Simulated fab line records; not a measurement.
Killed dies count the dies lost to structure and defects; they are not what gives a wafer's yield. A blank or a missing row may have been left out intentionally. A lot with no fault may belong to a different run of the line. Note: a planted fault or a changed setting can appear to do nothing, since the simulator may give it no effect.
Struck lot and sound lot, side by side -- flow nandHarc -- 17 out of 1302 route steps
Sound: wafers L351.1, L351.2, L351.3. Struck: wafer L369.6; the same lot's L369.5 was not struck, so it is left out; see the end for the cause.
Order at every step that has rows: each side's tool, ch and its chambers, its first start. Under that, the readings that differ: sound wafers -- struck wafers -- difference of the means -- sigmas: that difference in standard deviations of wafers without a fault.
alike: words and numbers the same on both sides, and readings whose means are apart by under 2 such deviations; not compared: readings that were withheld, readings missing a value for some wafer, numbers with overlapping values and no deviation given by the record, and bounds like >300 which may hide the same value.
The two part at a step that has a row with sigmas, a row that says differs or no value, or rows on one side only. Numbers that have no deviation but don't overlap get no sigmas and don't part them. Lack of a reading on every wafer of one side parts them only where that side has two or more wafers.

NHARC_P_M2_INSPECT_11:
  sound: defectInspect-02 at day 6 03:53; struck: defectInspect-02 at day 14 00:14
  alike: rawDefectCount
NHARC_P_M2_DESCUM_14: chemistry O2, time 3 s.
  sound on rieDiel-06 ch 1,2,3, day 6 03:57; struck on rieDiel-11 ch 1, day 14 00:20
  alike: drypumpMotorCurrentA, oesProductAu, rfVppV, showerheadPlenumPTorr, throttleValvePct
  not compared: rfHoursCounterH
then, 2 steps without rows for these wafers: NHARC_P_M2_ETCH_35 (etches the open film in N2/H2, target depth 40 nm, overetch 12 nm, time 43.94 s); NHARC_P_M2_ETCH_15 (etches the open film in C4F8/Ar, target depth 182.5 nm, time 91.2 s).
NHARC_P_M2_CD_MEAS_16:
  sound: cdSem-03 at day 6 04:16; struck: cdSem-02 at day 14 00:37
  alike: cdNm
then, 1 step without rows for these wafers: NHARC_P_M2_STRIP_18 (strips in N2/H2).
NHARC_P_M2_ETCH_28: etches the open film in CF4/N2, target depth 30 nm, time 72.99 s.
  sound: rieDiel-12 ch 0,1,2; struck: rieDiel-12 ch 3
  alike: biasW, cf4FlowSccm, drypumpMotorCurrentA, oesProductAu, rfVppV, showerheadPlenumPTorr, throttleValvePct
  not compared: rfHoursCounterH
then, 3 steps without rows for these wafers: NHARC_P_M2_STRIP_19 (strips in post etch residue remover, time 600 s); NHARC_P_M2_DEGAS_29 (time 60 s); NHARC_P_M2_PRE_CLEAN_30 (time 30 s).
NHARC_P_M2_PVD_20: deposits TaN, target thk 5 nm, time 8.06 s.
  sound on pvdSputter-02; struck on pvdSputter-03
  alike: throttleValvePct
NHARC_P_M2_PVD_21: deposits Cu, target thk 30 nm, time 20.49 s.
  sound on pvdSputter-02; struck on pvdSputter-03
reading,sound,struck,difference,sigmas
throttleValvePct (%),30.2 29.3 30.7,27.6,-2.5,-2
NHARC_P_M2_ECD_22: material Cu, target thk 400 nm.
  sound on ecdCu-02 ch 0,1, day 6 05:44; struck on ecdCu-01 ch 0, day 14 01:53
  alike: bathTempC
NHARC_P_M2_ANNEAL_31: time 90 s.
  sound on rtpAnneal-01 ch 0, day 6 06:12; struck on rtpAnneal-01 ch 0, day 14 02:16
  alike: wafer_temp_C_max
NHARC_P_M2_CMP_23: polishes, t overpolish 20 s, target thk 144.3 nm.
  sound on cmp-02 ch 0,2,3, day 6 06:33; struck on cmp-04 ch 0, day 14 02:31
reading,sound,struck,difference,sigmas
timeToEndpointS (s),30.3 28.1 30.9,16.5,-13.3,-6
  alike: motorCurrentA
NHARC_P_M2_THK_MEAS_24: measures by xrf.
  sound: filmMetro-01 at day 6 06:52; struck: filmMetro-01 at day 14 02:43
  alike: thkNm
next, for these wafers, 1 step has no rows: NHARC_END_SORT_01.

## WHERE THEY PART
At NHARC_P_M2_PVD_21 first; at NHARC_P_M2_CMP_23 last (within this record only). Later steps at which nothing parts them and some readings are alike: NHARC_P_M2_THK_MEAS_24.

WHY: what had been put in by the simulator
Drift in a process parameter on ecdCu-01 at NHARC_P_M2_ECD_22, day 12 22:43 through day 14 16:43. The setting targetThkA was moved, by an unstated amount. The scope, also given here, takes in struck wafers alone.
